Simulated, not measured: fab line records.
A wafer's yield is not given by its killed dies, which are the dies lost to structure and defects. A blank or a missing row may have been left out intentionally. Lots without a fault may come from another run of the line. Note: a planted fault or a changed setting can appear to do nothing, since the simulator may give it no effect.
Matching of chambers    flow nand-harc    4 sister chambers for NHARC_A_CONTACT_CMP_20 on cmp-01
The step polishes, t overpolish 30 s, target thk 300 nm. 14 wafers are shown with their chamber, then 7 later ones without.

WAFERS WITH THEIR CHAMBER
wafer   chamber  motor-current-A (A)  time-to-endpoint-s (s)  overpolish-run-s (s)
L075.1  2        10.4                 58                      30.003
L075.2  3        11.1                 59                      30.003
L075.3  1        11.5                 58                      30.010
L075.4  0        13.9                 59                      30.004
L075.5  0        13.3                 61                      29.999
L075.6  3        10.8                 58                      30.010
L074.1  2        9.8                  59                      29.999
L074.5  0        13.1                 65                      29.996
L074.6  3        10.6                 58                      30.015
L080.1  1        10.9                 61                      29.987
L080.5  0        13.2                 59                      29.988
L080.6  1        12.1                 63                      30.003
L082.1  0        13.5                 60                      30.019
L082.3  1        11.3                 63                      30.005

SIGNATURES (averages over the wafers above)
reading             chamber 0  chamber 1  chamber 2  chamber 3  scatter within a chamber
motor-current-A     13.400     11.450     10.100     10.833     0.382
time-to-endpoint-s  60.80      61.25      58.50      58.33      2.07
overpolish-run-s    30.00120   30.00125   30.00100   30.00933   0.00953
Rule: distance of a wafer from a chamber = root of the sum over the readings of ((wafer's reading minus chamber's mean) / reading's scatter) squared. If the next closest chamber is less than 2 further off than the closest, the wafer can't be placed; otherwise it belongs to the closest. How the scatter is found: for the shown wafers, subtract from each reading the mean of its chamber, square and add these, divide the total by (wafers less chambers), then take the root.

WAFERS WITH NO CHAMBER GIVEN
wafer   motor-current-A (A)  time-to-endpoint-s (s)  overpolish-run-s (s)
L082.6  13.0                 62                      30.004
L083.1  11.0                 60                      29.994
L083.3  11.2                 60                      30.007
L083.4  10.7                 56                      30.001
L085.3  10.9                 58                      29.991
L085.5  11.1                 60                      30.004
L085.6  13.0                 65                      30.007

EACH ONE'S CHAMBER
wafer   from the rows above           in truth
L082.6  0                             0
L083.1  can't be placed: 1 or 3 or 2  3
L083.3  can't be placed: 1 or 3 or 2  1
L083.4  can't be placed: 3 or 2 or 1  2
L085.3  can't be placed: 3 or 2 or 1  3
L085.5  can't be placed: 1 or 3 or 2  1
L085.6  0                             0
Correct placement for 2 of the 7. Cannot be placed on the basis of these rows: 5; the candidates contain the true chamber in 5. Wrongly placed: 0.
